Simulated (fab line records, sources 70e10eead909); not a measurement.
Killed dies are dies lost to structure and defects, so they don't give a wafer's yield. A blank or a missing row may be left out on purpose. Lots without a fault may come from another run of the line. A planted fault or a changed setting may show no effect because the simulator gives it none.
Which tool did it? | flow nand_harc | 11 lots, 33 wafers sampled, at 6 steps of a route of 1159

WHAT THE GAUGES READ, wafer by wafer
NHARC_P_GATE_CD_MEAS_46: target cd 720 nm.
lot  | measured     | on        | cd_nm (nm)
L100 | day 5 10:05  | cd_sem-03 | 717.9 717.4 720.4
L102 | day 6 01:12  | cd_sem-02 | 723.1 721.6 719.0
L106 | day 6 18:47  | cd_sem-02 | 719.9 721.8 720.2
L108 | day 7 09:02  | cd_sem-03 | - - -
L117 | day 9 10:29  | cd_sem-01 | 719.0 719.9 719.6
L116 | day 9 10:39  | cd_sem-02 | 719.4 716.7 716.1
L118 | day 9 21:52  | cd_sem-02 | 719.4 719.5 720.7
L119 | day 10 06:28 | cd_sem-01 | 718.6 714.2 716.8
L120 | day 10 14:17 | cd_sem-03 | 721.1 721.3 722.6
L122 | day 10 14:07 | cd_sem-02 | 717.9 717.8 716.4
L121 | day 10 14:36 | cd_sem-03 | 717.1 721.1 717.7

NHARC_END_SORT_01.
lot  | measured     | on        | killed_at_array | killed_at_other | killed_at_periphery | killed_dies | killed_open | killed_short
L100 | day 20 02:20 | prober-01 | 23 21 33        | 1 0 0           | 4 4 1               | 28 25 34    | 3 2 2       | 0 0 4
L102 | day 20 08:45 | prober-02 | 10 12 12        | 0 0 0           | 0 2 4               | 10 14 16    | 5 4 3       | 0 0 4
L106 | day 21 01:12 | prober-02 | 32 42 36        | 1 2 4           | 2 1 4               | 35 45 44    | 3 4 2       | 3 4 5
L108 | day 21 18:46 | prober-02 | 37 31 38        | 1 0 1           | 639 646 638         | 677 677 677 | 0 6 5       | 2 0 4
L117 | day 23 07:17 | prober-01 | 25 27 41        | 0 1 1           | 4 7 10              | 29 35 52    | 4 1 2       | 1 2 5
L116 | day 23 19:41 | prober-02 | 11 12 13        | 1 1 1           | 3 3 0               | 15 16 14    | 3 4 3       | 1 5 1
L118 | day 24 03:31 | prober-01 | 27 22 21        | 1 1 0           | 2 1 1               | 30 24 22    | 2 2 0       | 1 0 1
L119 | day 25 00:32 | prober-02 | 46 51 39        | 0 0 0           | 5 2 2               | 51 53 41    | 3 4 4       | 2 4 2
L120 | day 24 11:31 | prober-01 | 26 36 35        | 1 0 2           | 5 8 3               | 32 44 40    | 2 3 1       | 2 0 2
L122 | day 24 11:31 | prober-02 | 31 31 21        | 1 1 0           | 1 4 1               | 33 36 22    | 1 4 0       | 3 0 3
L121 | day 25 01:19 | prober-01 | 17 28 20        | 0 0 1           | 3 0 0               | 20 28 21    | 5 2 3       | 2 2 3

WHICH TOOL RAN EACH LOT (tool, then ch and the chambers of the sampled wafers, then the start)
lot  | NHARC_P_GATE_DESCUM_31             | NHARC_P_GATE_HM_OPEN_105                      | NHARC_P_GATE_EXPOSE_43            | NHARC_P_GATE_DESCUM_48
L100 | rie_diel-02 ch 1,3, day 4 21:41    | rie_diel-02 ch 0,2, day 5 09:56 or earlier    | krf_scanner-03 ch 0, day 5 09:56  | rie_diel-05 ch 2,3, day 5 10:14
L102 | rie_diel-13 ch 1,3, day 5 13:17    | rie_diel-13 ch 1,2,3, day 6 01:03 or earlier  | krf_scanner-04 ch 0, day 6 01:03  | rie_diel-05 ch 0,2,3, day 6 01:23
L106 | rie_diel-02 ch 1,2,3, day 6 06:52  | rie_diel-02 ch 1,2,3, day 6 18:38 or earlier  | krf_scanner-01 ch 0, day 6 18:38  | rie_diel-05 ch 2,3, day 6 18:57
L108 | rie_diel-02 ch 0,1,2, day 6 21:01  | rie_diel-02 ch 2,3, day 7 08:52 or earlier    | krf_scanner-04 ch 0, day 7 08:52  | rie_diel-05 ch 2,3, day 7 09:12
L117 | rie_diel-02 ch 0,3, day 8 22:10    | rie_diel-02 ch 0,1,3, day 9 10:19 or earlier  | krf_scanner-03 ch 0, day 9 10:19  | rie_diel-05 ch 0,1,2, day 9 10:39
L116 | rie_diel-05 ch 0,1, day 8 22:38    | rie_diel-05 ch 0,1,3, day 9 10:29 or earlier  | krf_scanner-01 ch 0, day 9 10:29  | rie_diel-05 ch 0,1,2, day 9 10:49
L118 | rie_diel-05 ch 1,2,3, day 9 10:03  | rie_diel-05 ch 1,2,3, day 9 21:43 or earlier  | krf_scanner-04 ch 0, day 9 21:43  | rie_diel-05 ch 1,2,3, day 9 22:02
L119 | rie_diel-02 ch 0,2, day 9 16:17    | rie_diel-02 ch 0,1, day 10 06:19 or earlier   | krf_scanner-03 ch 0, day 10 06:19 | rie_diel-05 ch 2,3, day 10 06:38
L120 | rie_diel-13 ch 0,1,2, day 10 02:12 | rie_diel-13 ch 0,1,3, day 10 14:08 or earlier | krf_scanner-01 ch 0, day 10 14:08 | rie_diel-05 ch 0,1,3, day 10 14:28
L122 | rie_diel-02 ch 0,2, day 10 02:20   | rie_diel-02 ch 2,3, day 10 13:58 or earlier   | krf_scanner-04 ch 0, day 10 13:58 | rie_diel-05 ch 1,2,3, day 10 14:18
L121 | rie_diel-05 ch 0,1, day 10 02:42   | rie_diel-05 ch 0,1,3, day 10 14:27 or earlier | krf_scanner-04 ch 0, day 10 14:27 | rie_diel-13 ch 0,1, day 10 14:47
- NHARC_P_GATE_DESCUM_31: chemistry O2, time 3 s.
- NHARC_P_GATE_HM_OPEN_105: chemistry O2/COS, target depth 360 nm.
- NHARC_P_GATE_EXPOSE_43: exposes mask P NSD, target cd 720 nm.
- NHARC_P_GATE_DESCUM_48: chemistry O2, time 3 s.

WHAT THE TOOLS THEMSELVES READ (means of the sampled wafers that have a number; where no wafer has one, the mark that the record gives instead)
NHARC_P_GATE_DESCUM_31.
lot  | tool        | drypump_motor_current_A (A) | oes_product_au (a.u.) | rf_vpp_V (V) | showerhead_plenum_p_Torr (Torr) | throttle_valve_pct (%)
L100 | rie_diel-02 | 5.9                         | 1.003                 | 58.1         | 1.97                            | 11.322
L102 | rie_diel-13 | 5.7                         | 1.003                 | 57.7         | 1.95                            | 11.313
L106 | rie_diel-02 | 5.8                         | 1.012                 | 58.0         | 1.98                            | 11.312
L108 | rie_diel-02 | 5.9                         | 1.008                 | 58.0         | 1.92                            | 11.309
L117 | rie_diel-02 | 6.0                         | 0.996                 | 57.6         | 1.91                            | 11.309
L116 | rie_diel-05 | 5.6                         | 0.994                 | 56.9         | 1.80                            | 11.311
L118 | rie_diel-05 | 5.9                         | 0.991                 | 58.1         | 1.88                            | 11.311
L119 | rie_diel-02 | 5.7                         | 1.012                 | 58.1         | 1.94                            | 11.310
L120 | rie_diel-13 | 5.5                         | 1.008                 | 57.8         | 1.87                            | 11.314
L122 | rie_diel-02 | 6.1                         | 1.009                 | 57.9         | 1.87                            | 11.315
L121 | rie_diel-05 | 5.4                         | 1.002                 | 57.6         | 1.80                            | 11.304

NHARC_P_GATE_HM_OPEN_105.
lot  | tool        | drypump_motor_current_A (A) | oes_product_au (a.u.) | rf_vpp_V (V) | showerhead_plenum_p_Torr (Torr) | throttle_valve_pct (%)
L100 | rie_diel-02 | 5.7                         | 1.008                 | 468.7        | 3.18                            | 28.333
L102 | rie_diel-13 | 5.6                         | 1.006                 | 468.3        | 3.14                            | 28.312
L106 | rie_diel-02 | 5.7                         | 1.000                 | 468.7        | 3.22                            | 28.347
L108 | rie_diel-02 | 5.6                         | 1.007                 | 469.8        | 3.26                            | 28.324
L117 | rie_diel-02 | 6.1                         | 1.005                 | 466.9        | 3.10                            | 28.329
L116 | rie_diel-05 | 5.6                         | 0.994                 | 465.1        | 3.05                            | 28.322
L118 | rie_diel-05 | 5.8                         | 0.991                 | 466.1        | 3.07                            | 28.329
L119 | rie_diel-02 | 6.1                         | 1.003                 | 466.7        | 3.07                            | 28.339
L120 | rie_diel-13 | 5.5                         | 1.009                 | 466.6        | 3.11                            | 28.337
L122 | rie_diel-02 | 5.7                         | 1.004                 | 469.7        | 3.22                            | 28.330
L121 | rie_diel-05 | 5.6                         | 0.995                 | 465.2        | 3.05                            | 28.330

NHARC_P_GATE_EXPOSE_43.
lot  | tool           | focus_offset_nm (nm)
L100 | krf_scanner-03 | 0.2
L102 | krf_scanner-04 | -0.0
L106 | krf_scanner-01 | -0.9
L108 | krf_scanner-04 | 0.3
L117 | krf_scanner-03 | -0.7
L116 | krf_scanner-01 | 0.3
L118 | krf_scanner-04 | -0.5
L119 | krf_scanner-03 | -0.1
L120 | krf_scanner-01 | 0.3
L122 | krf_scanner-04 | 0.1
L121 | krf_scanner-04 | -0.2

NHARC_P_GATE_DESCUM_48.
lot  | tool        | drypump_motor_current_A (A) | oes_product_au (a.u.) | rf_vpp_V (V) | showerhead_plenum_p_Torr (Torr) | throttle_valve_pct (%)
L100 | rie_diel-05 | 6.0                         | 0.997                 | 57.4         | 1.95                            | 11.306
L102 | rie_diel-05 | 6.1                         | 1.000                 | 57.8         | 1.88                            | 11.315
L106 | rie_diel-05 | 6.0                         | 0.997                 | 58.4         | 1.95                            | 11.304
L108 | rie_diel-05 | 6.0                         | 0.992                 | 56.8         | 1.95                            | 11.314
L117 | rie_diel-05 | 5.9                         | 0.997                 | 59.0         | 1.81                            | 11.309
L116 | rie_diel-05 | 5.9                         | 0.991                 | 57.5         | 1.81                            | 11.316
L118 | rie_diel-05 | 5.8                         | 0.988                 | 58.0         | 1.88                            | 11.306
L119 | rie_diel-05 | 6.4                         | 0.988                 | 58.1         | 1.89                            | 11.312
L120 | rie_diel-05 | 5.6                         | 0.994                 | 57.3         | 1.87                            | 11.312
L122 | rie_diel-05 | 5.8                         | 0.995                 | 58.4         | 1.87                            | 11.305
L121 | rie_diel-13 | 5.3                         | 1.010                 | 58.1         | 1.86                            | 11.314

THE ANSWER, worked out from the rows above alone
Rule: what is usual is taken from the lots themselves. Put in order of their means at a reading, lots are off if they are a third of the lots or fewer, leave a main group of 4 or more, and stand apart from it by a gap of 3 or more times the standard deviation of the main group's means; of several such gaps the widest counts. A main group whose means are all the same, to the digits that the tables above print for the reading, isn't used. A lot without any number at a reading at which 4 lots or more have one is off too. The other lots that the step has rows for count as sound. The gauges are gone through in route order, then the tools' own readings, and for those a lot's mean is taken as printed above. The first step at which some lot is off is used, and at that step the reading that is off furthest; a lot without a number counts as furthest.
Off: L108, at NHARC_P_GATE_CD_MEAS_46 (cd_nm). Without a number there: L108. The main group: mean 719.1 nm, standard deviation 1.6.
A tool fits if, at a process step before that reading, it ran every lot that is off, and no sound lot after the first of them. The gauges at NHARC_P_GATE_CD_MEAS_46 aren't tried: what is off there is off at NHARC_END_SORT_01 too, on other tools, and a gauge's error can't cause that. NHARC_P_GATE_HM_OPEN_105 gives no start for some lots, so the hours and the order of its lots are those of NHARC_P_GATE_EXPOSE_43. None of those tried fits.

WHAT THE SIMULATOR HAD PUT IN
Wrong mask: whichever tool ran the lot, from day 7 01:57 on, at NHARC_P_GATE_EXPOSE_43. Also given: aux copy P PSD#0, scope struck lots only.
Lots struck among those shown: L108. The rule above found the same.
